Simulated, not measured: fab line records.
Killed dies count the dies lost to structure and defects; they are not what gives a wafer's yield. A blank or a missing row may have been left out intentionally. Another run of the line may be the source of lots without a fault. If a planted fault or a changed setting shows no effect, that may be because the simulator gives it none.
fab line records + flow nand_harc + part 2 of 2: steps 28 to 38 of 38
[record]
- lots = 5
- wafers = 15
- last_day = 24
route steps=1159 shown A_STAIRCASE@708 A_SGD_CUT@747
lots untouched by any fault: they come from a run of this same line in which no faults occurred
start_h: hours from the record's first day to the start of the lot's first wafer shown + wait_h: hours since the lot's step before + " as in the row above + L1.1+2: several wafers, shown together as one row + - no value, or no start was given + * or withheld: withheld + < > ~ a bound
route shown NAME@n: NAME is a module with steps in the file, n the number in the route of the first one + usual: mean and standard deviation over wafers with no fault + same: alike in all rows + chamber/n: place in a boat + sites: the reading at each site + _std_site: the standard deviation of these + _edge_site: the outer-site mean with the inner-site mean subtracted + radius_mm: for every site, how far away it sits from the centre of the wafer + mask NAME#n: copy n + behind: the most recent tool/chamber to have shaped the wafer + hold: why the lot went on hold/how many hours it stayed there/how the hold came to an end + device: whichever transistor did not switch (one of n, p or np) + end of line: tests run on the same wafers once the route is complete + a step with no rows: only its recipe + killed: the dies lost at the first sort to structure and to defects; this is not the yield of the wafer + map: the dies of a wafer, with x for killed, . for not killed, _ for no die there
set.NAME: the run value of the setting; set.NAME@STEP: its run value at that earlier step + model.NAME: the simulator's own value behind a step, which no gauge read
lots at some steps of the route; a table a step, a row a wafer
services: the hour from which a tool's chamber was out of use, counted from the record's first day as start_h (under 0 if before that day), plus the number of hours and why
[[steps]]
[step NHARC_A_STAIRCASE_STRIP_475]
[recipe]
- time_s = 20
- o2_flow_sccm = 500
- ar_flow_sccm = 0
- bias_w = 0
- chemistry = O2
[usual]
- chamber_pressure_mTorr = 60.00/0.056
- drypump_motor_current_A = 5.5/0.46
- oes_product_au = 1.000/0.0099
- rf_vpp_V = 57.9/0.92
- showerhead_plenum_p_Torr = 3.57/0.16
- throttle_valve_pct = 17.035/0.0089
| lot.wafer | tool        | chamber | start_h | wait_h | chamber_pressure_mTorr | drypump_motor_current_A | oes_product_au | rf_hours_counter_h | rf_vpp_V | showerhead_plenum_p_Torr | throttle_valve_pct |
|-----------|-------------|---------|---------|--------|------------------------|-------------------------|----------------|--------------------|----------|--------------------------|--------------------|
| L078.1    | rie_diel-03 | 2       | -       | -      | 60.02                  | 4.7                     | 0.982          | 39                 | 58.5     | 3.64                     | 17.040             |
| L078.4    | "           | 0       | "       | "      | 60.01                  | 5.5                     | 0.991          | 39                 | 59.9     | 3.47                     | 17.033             |
| L078.6    | "           | 1       | "       | "      | 60.11                  | 6.3                     | 1.014          | -                  | 59.0     | 3.60                     | 17.029             |
| L074.1    | rie_diel-13 | 3       | -       | -      | 60.07                  | 5.8                     | 0.995          | 14                 | 57.2     | 3.80                     | 17.019             |
| L074.3    | "           | 2       | "       | "      | 59.89                  | 5.5                     | 1.001          | 10                 | 57.4     | 3.30                     | 17.024             |
| L074.5    | "           | 0       | "       | "      | 60.04                  | 5.4                     | 0.999          | -                  | 57.4     | 3.63                     | 17.032             |
| L090.4    | rie_diel-06 | 3       | -       | -      | 60.13                  | 6.1                     | 0.983          | 54                 | 55.8     | 3.33                     | 17.051             |
| L090.3    | "           | 0       | "       | "      | 59.94                  | 5.7                     | 0.991          | 58                 | 56.6     | 3.34                     | 17.019             |
| L090.1    | "           | 2       | "       | "      | 59.95                  | 5.6                     | 0.992          | 58                 | 58.4     | 3.77                     | 17.028             |
| L094.2    | rie_diel-03 | 3       | -       | -      | 59.97                  | 5.5                     | 0.994          | 6                  | 59.2     | 3.77                     | 17.033             |
| L094.1    | "           | 0       | "       | "      | 59.96                  | 5.5                     | 0.990          | 7                  | 56.1     | 3.45                     | 17.029             |
| L094.6    | "           | 2       | "       | "      | 59.97                  | 4.7                     | 1.008          | -                  | 58.5     | 3.62                     | 17.036             |
| L097.4    | rie_diel-13 | 2       | -       | -      | 59.96                  | 5.5                     | 0.993          | 54                 | 56.5     | 3.28                     | 17.030             |
| L097.3    | "           | 3       | "       | "      | 60.01                  | 5.8                     | 1.013          | 61                 | 58.5     | 3.77                     | 17.047             |
| L097.1    | "           | 0       | "       | "      | 60.07                  | 5.4                     | 1.007          | 60                 | 58.9     | 3.60                     | 17.041             |
[step NHARC_A_STAIRCASE_DEP_471]
[recipe]
- target_thk_a = 1000
- temp_c = 400
- pressure_torr = 6.5
- rf_w = 900
- teos_flow_sccm = 161.4
- flow_sccm = 2650
- target_thk_nm = 100
- gas = O2
- material = SiO2
[usual]
- heater_power_w = 583/150
- throttle_valve_pct = 15.7/0.51
| lot.wafer | tool     | chamber | start_h | wait_h | heater_power_w | throttle_valve_pct |
|-----------|----------|---------|---------|--------|----------------|--------------------|
| L078.1    | pecvd-04 | 2       | 328.96  | -      | 617            | 15.9               |
| L078.6    | "        | 1       | "       | "      | 612            | 16.2               |
| L078.4    | "        | 0       | "       | "      | 655            | 16.8               |
| L074.3    | pecvd-03 | 0       | 329.30  | -      | 431            | 15.2               |
| L074.1    | "        | 1       | "       | "      | 501            | 15.3               |
| L074.5    | "        | 2       | "       | "      | 889            | 15.3               |
| L090.3    | pecvd-03 | 2       | 402.11  | -      | 853            | 16.0               |
| L090.1    | "        | 0       | "       | "      | 507            | 15.1               |
| L090.4    | "        | 0       | "       | "      | 495            | 15.1               |
| L094.2    | pecvd-02 | 1       | 414.07  | -      | 510            | 16.4               |
| L094.1    | "        | 2       | "       | "      | 382            | 15.8               |
| L094.6    | "        | 2       | "       | "      | 382            | 15.6               |
| L097.1    | pecvd-02 | 0       | 450.01  | -      | 578            | 15.3               |
| L097.3    | "        | 1       | "       | "      | 463            | 16.0               |
| L097.4    | "        | 0       | "       | "      | 582            | 15.1               |
[step NHARC_A_STAIRCASE_CMP_472]
[recipe]
- material = SiO2
[usual]
- motor_current_A = 12.4/1.5
- retaining_ring_pressure_frac = 1.000/0.0047
- slurry_flow_ml_min = 150.1/0.46
| lot.wafer | tool   | chamber | start_h | wait_h | motor_current_A | retaining_ring_pressure_frac | slurry_flow_ml_min |
|-----------|--------|---------|---------|--------|-----------------|------------------------------|--------------------|
| L078.1    | cmp-02 | 2       | 329.23  | 0.2    | 13.5            | 0.992                        | 149.9              |
| L078.4    | "      | 0       | "       | "      | 10.1            | 1.001                        | 150.0              |
| L078.6    | "      | 2       | "       | "      | 13.7            | 0.998                        | 150.0              |
| L074.3    | cmp-03 | 3       | 329.57  | 0.2    | 12.2            | 0.994                        | 150.3              |
| L074.1    | "      | 1       | "       | "      | 11.6            | 1.000                        | 150.0              |
| L074.5    | "      | 2       | "       | "      | 13.7            | 1.000                        | 150.9              |
| L090.1    | cmp-03 | 2       | 402.35  | 0.2    | 13.4            | 0.993                        | 149.4              |
| L090.4    | "      | 3       | "       | "      | 12.7            | 1.001                        | 150.2              |
| L090.3    | "      | 1       | "       | "      | 11.6            | 0.996                        | 150.3              |
| L094.1    | cmp-03 | 2       | 414.34  | 0.2    | 13.4            | 1.002                        | 150.7              |
| L094.2    | "      | 1       | "       | "      | 12.8            | 0.996                        | 149.5              |
| L094.6    | "      | 2       | "       | "      | 14.0            | 1.002                        | 149.9              |
| L097.1    | cmp-02 | 0       | 450.25  | 0.2    | 9.8             | 1.006                        | 149.8              |
| L097.4    | "      | 1       | "       | "      | 11.2            | 1.002                        | 149.9              |
| L097.3    | "      | 3       | "       | "      | 10.7            | 1.000                        | 150.3              |
[step NHARC_A_STAIRCASE_SRD_474]
| lot.wafer  | tool         | chamber | start_h | wait_h |
|------------|--------------|---------|---------|--------|
| L078.1+6+4 | wet_bench-06 | 5,6,2   | 329.49  | 0.1    |
| L074.1+5+3 | wet_bench-06 | 4,5,6   | 329.81  | 0.0    |
| L090.4+1+3 | wet_bench-01 | 5,6,7   | 402.62  | 0.1    |
| L094.1+2+6 | wet_bench-06 | 3,4,7   | 414.61  | 0.0    |
| L097.4+1+3 | wet_bench-03 | 3,5,7   | 450.51  | 0.0    |
[step NHARC_A_STAIRCASE_INSPECT_155]
[usual]
- raw_defect_count = 361/140
| lot.wafer | tool              | chamber | start_h | wait_h | raw_defect_count |
|-----------|-------------------|---------|---------|--------|------------------|
| L078.1    | defect_inspect-01 | -       | 329.57  | 0.1    | 261              |
| L078.4    | "                 | -       | "       | "      | 198              |
| L078.6    | "                 | -       | "       | "      | 319              |
| L074.1    | defect_inspect-01 | -       | 329.90  | 0.1    | 329              |
| L074.3    | "                 | -       | "       | "      | 296              |
| L074.5    | "                 | -       | "       | "      | 249              |
| L090.1    | defect_inspect-01 | -       | 402.70  | 0.1    | 741              |
| L090.3    | "                 | -       | "       | "      | 414              |
| L090.4    | "                 | -       | "       | "      | 576              |
| L094.1    | defect_inspect-02 | -       | 414.69  | 0.1    | 740              |
| L094.2    | "                 | -       | "       | "      | 335              |
| L094.6    | "                 | -       | "       | "      | 961              |
| L097.1    | defect_inspect-01 | -       | 450.60  | 0.1    | 302              |
| L097.3    | "                 | -       | "       | "      | 395              |
| L097.4    | "                 | -       | "       | "      | 334              |
[step NHARC_A_SGD_CUT_DEP_00]
[recipe]
- target_thk_a = 500
- temp_c = 400
- target_thk_nm = 50
- flow_sccm = 200
- rf_w = 450
- material = SiNx
[usual]
- heater_power_w = 766/92
| lot.wafer | tool     | chamber | start_h | wait_h | heater_power_w |
|-----------|----------|---------|---------|--------|----------------|
| L078.1    | pecvd-02 | 2       | 329.66  | 0.1    | 544            |
| L078.6    | "        | 1       | "       | "      | 748            |
| L078.4    | "        | 2       | "       | "      | 541            |
| L074.1    | pecvd-01 | 0       | 330.38  | 0.5    | 651            |
| L074.3    | "        | 2       | "       | "      | 810            |
| L074.5    | "        | 2       | "       | "      | 841            |
| L090.1    | pecvd-01 | 2       | 402.80  | 0.1    | 742            |
| L090.3    | "        | 0       | "       | "      | 680            |
| L090.4    | "        | 0       | "       | "      | 660            |
| L094.2    | pecvd-01 | 2       | 414.79  | 0.1    | 770            |
| L094.1    | "        | 0       | "       | "      | 771            |
| L094.6    | "        | 1       | "       | "      | 941            |
| L097.3    | pecvd-01 | 2       | 450.68  | 0.1    | 840            |
| L097.1    | "        | 0       | "       | "      | 781            |
| L097.4    | "        | 0       | "       | "      | 619            |
[step NHARC_A_SGD_CUT_DEHYDRATE_01]
[recipe]
- temp_c = 150
- time_s = 120
[usual]
- plate_temp_C = 150.05/0.15
| lot.wafer | tool           | chamber | start_h | wait_h | plate_temp_C |
|-----------|----------------|---------|---------|--------|--------------|
| L078.1    | litho_track-06 | 0       | 329.90  | 0.2    | 150.23       |
| L078.4    | "              | 0       | "       | "      | 150.02       |
| L078.6    | "              | 0       | "       | "      | 150.06       |
| L074.1    | litho_track-06 | 0       | 330.66  | 0.2    | 149.88       |
| L074.3    | "              | 0       | "       | "      | 150.02       |
| L074.5    | "              | 0       | "       | "      | 149.81       |
| L090.1    | litho_track-01 | 0       | 403.07  | 0.2    | 150.06       |
| L090.3    | "              | 0       | "       | "      | 149.78       |
| L090.4    | "              | 0       | "       | "      | 149.91       |
| L094.1    | litho_track-06 | 0       | 415.03  | 0.2    | 150.27       |
| L094.2    | "              | 0       | "       | "      | 150.07       |
| L094.6    | "              | 0       | "       | "      | 150.27       |
| L097.1    | litho_track-04 | 0       | 450.95  | 0.2    | 150.11       |
| L097.3    | "              | 0       | "       | "      | 150.12       |
| L097.4    | "              | 0       | "       | "      | 149.85       |
[step NHARC_A_SGD_CUT_HMDS_02]
[recipe]
- time_s = 30
| lot.wafer  | tool           | chamber | start_h | wait_h |
|------------|----------------|---------|---------|--------|
| L078.1+4+6 | litho_track-06 | 0       | -       | -      |
| L074.1+3+5 | litho_track-06 | 0       | -       | -      |
| L090.1+3+4 | litho_track-01 | 0       | -       | -      |
| L094.1+2+6 | litho_track-06 | 0       | -       | -      |
| L097.1+3+4 | litho_track-04 | 0       | -       | -      |
[step NHARC_A_SGD_CUT_COAT_56]
[recipe]
- temp_c = 260
- time_s = 75
[usual]
- plate_temp_C = 259.98/0.21
| lot.wafer | tool           | chamber | start_h | wait_h | plate_temp_C |
|-----------|----------------|---------|---------|--------|--------------|
| L078.1    | litho_track-06 | 0       | -       | -      | 259.86       |
| L078.4    | "              | 0       | "       | "      | 259.70       |
| L078.6    | "              | 0       | "       | "      | 259.89       |
| L074.1    | litho_track-06 | 0       | -       | -      | 260.00       |
| L074.3    | "              | 0       | "       | "      | 260.00       |
| L074.5    | "              | 0       | "       | "      | 259.82       |
| L090.1    | litho_track-01 | 0       | -       | -      | 259.90       |
| L090.3    | "              | 0       | "       | "      | 259.89       |
| L090.4    | "              | 0       | "       | "      | 260.01       |
| L094.1    | litho_track-06 | 0       | -       | -      | 260.09       |
| L094.2    | "              | 0       | "       | "      | 260.40       |
| L094.6    | "              | 0       | "       | "      | 260.20       |
| L097.1    | litho_track-04 | 0       | -       | -      | 259.97       |
| L097.3    | "              | 0       | "       | "      | 260.00       |
| L097.4    | "              | 0       | "       | "      | 260.03       |
[step NHARC_A_SGD_CUT_COAT_57]
[recipe]
- temp_c = 225
- time_s = 65
[usual]
- plate_temp_C = 224.99/0.18
| lot.wafer | tool           | chamber | start_h | wait_h | plate_temp_C |
|-----------|----------------|---------|---------|--------|--------------|
| L078.1    | litho_track-06 | 0       | -       | -      | 224.91       |
| L078.4    | "              | 0       | "       | "      | 224.61       |
| L078.6    | "              | 0       | "       | "      | 225.06       |
| L074.1    | litho_track-06 | 0       | -       | -      | 225.02       |
| L074.3    | "              | 0       | "       | "      | 224.81       |
| L074.5    | "              | 0       | "       | "      | 225.22       |
| L090.1    | litho_track-01 | 0       | -       | -      | 224.86       |
| L090.3    | "              | 0       | "       | "      | 224.98       |
| L090.4    | "              | 0       | "       | "      | 224.75       |
| L094.1    | litho_track-06 | 0       | -       | -      | 224.65       |
| L094.2    | "              | 0       | "       | "      | 225.06       |
| L094.6    | "              | 0       | "       | "      | 224.71       |
| L097.1    | litho_track-04 | 0       | -       | -      | 225.13       |
| L097.3    | "              | 0       | "       | "      | 225.07       |
| L097.4    | "              | 0       | "       | "      | 224.84       |
[step NHARC_A_SGD_CUT_COAT_03]
[recipe]
- spin_rpm = 1500
- resist_thk_nm = 90
| lot.wafer  | tool           | chamber | start_h | wait_h |
|------------|----------------|---------|---------|--------|
| L078.1+4+6 | litho_track-06 | 0       | -       | -      |
| L074.1+3+5 | litho_track-06 | 0       | -       | -      |
| L090.1+3+4 | litho_track-01 | 0       | -       | -      |
| L094.1+2+6 | litho_track-06 | 0       | -       | -      |
| L097.1+3+4 | litho_track-04 | 0       | -       | -      |
[[services]]
| tool           | chamber | start_h | hours | kind   |
|----------------|---------|---------|-------|--------|
| furnace-04     | -       | 282.61  | 1.6   | repair |
| rie_diel-06    | 2       | 288.44  | 2.8   | repair |
| rie_diel-13    | 2       | 288.70  | 9.7   | repair |
| litho_track-06 | -       | 292.00  | 7.0   | pm     |
| pecvd-03       | -       | 292.19  | 13.0  | pm     |
| wet_bench-06   | -       | 305.67  | 8.0   | pm     |
| furnace-04     | -       | 314.00  | 26.0  | pm     |
| rie_diel-13    | 2       | 316.71  | 5.8   | repair |
| pecvd-02       | -       | 334.00  | 13.0  | pm     |
| wet_bench-01   | -       | 335.72  | 2.4   | repair |
| rie_diel-13    | -       | 339.31  | 0.8   | repair |
| litho_track-02 | -       | 340.00  | 7.0   | pm     |
| wet_bench-06   | -       | 351.23  | 9.1   | repair |
| cmp-03         | -       | 352.00  | 4.0   | pm     |
| litho_track-07 | -       | 364.00  | 7.0   | pm     |
| rie_diel-03    | 1       | 370.70  | 3.7   | repair |
| rie_diel-03    | 2       | 373.90  | 5.3   | repair |
| litho_track-03 | -       | 388.00  | 7.0   | pm     |
| wet_bench-01   | -       | 389.60  | 8.0   | pm     |
| rie_diel-03    | -       | 392.98  | 9.0   | pm     |
| furnace-04     | -       | 413.22  | 9.0   | repair |
| cmp-03         | -       | 430.90  | 0.9   | repair |
| wet_bench-06   | -       | 433.41  | 1.8   | repair |
| cmp-03         | -       | 450.03  | 4.0   | pm     |
